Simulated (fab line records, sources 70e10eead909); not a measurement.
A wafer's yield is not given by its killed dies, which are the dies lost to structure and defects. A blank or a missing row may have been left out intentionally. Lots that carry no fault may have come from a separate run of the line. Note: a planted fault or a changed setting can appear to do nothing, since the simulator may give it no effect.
Matching of chambers	flow nand-harc	rie-diel-13 running NHARC_P_BONDPAD_DESCUM_11: 3 sister chambers
The step chemistry O2, time 3 s. 5 wafers are shown with their chamber, then 8 later ones without.

== WAFERS, EACH WITH ITS CHAMBER ==
wafer	chamber	oes-product-au (a.u.)	throttle-valve-pct (%)
L320.3	1	1.016	11.312
L321.5	2	0.999	11.311
L323.1	2	1.002	11.314
L323.3	3	0.996	11.330
L323.5	3	1.002	11.313

== WAFERS WITHOUT THEIR CHAMBER ==
wafer	oes-product-au (a.u.)	throttle-valve-pct (%)
L330.1	0.994	11.321
L330.5	1.003	11.304
L336.1	0.991	11.323
L336.4	0.990	11.319
L336.6	1.000	11.326
L335.3	0.995	11.301
L335.5	0.992	11.311
L335.6	0.991	11.312

== CHAMBER TAKEN BY EACH ==
wafer	from the rows above	in truth
L330.1	can't be placed: 3 or 2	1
L330.5	can't be placed: 2 or 3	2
L336.1	can't be placed: 3 or 2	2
L336.4	can't be placed: 3 or 2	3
L336.6	can't be placed: 3 or 2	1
L335.3	can't be placed: 2 or 3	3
L335.5	can't be placed: 3 or 2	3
L335.6	can't be placed: 3 or 2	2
Correctly placed: 0 of 8. Cannot be placed on the basis of these rows: 8; the candidates contain the true chamber in 6. Number placed wrongly: 0.
How it was worked out, from the rows above alone: a wafer's distance from a chamber is the root of the sum, over the readings, of the square of ((its reading less the chamber's mean) divided by the reading's scatter). The wafer belongs to the nearest chamber; if the next one is less than 2 further off, it can't be placed. Each chamber's mean is taken over the wafers shown for it. The scatter: take each reading less its chamber's mean, square it, sum over the shown wafers, divide by the number of wafers less the number of chambers, and take the root.
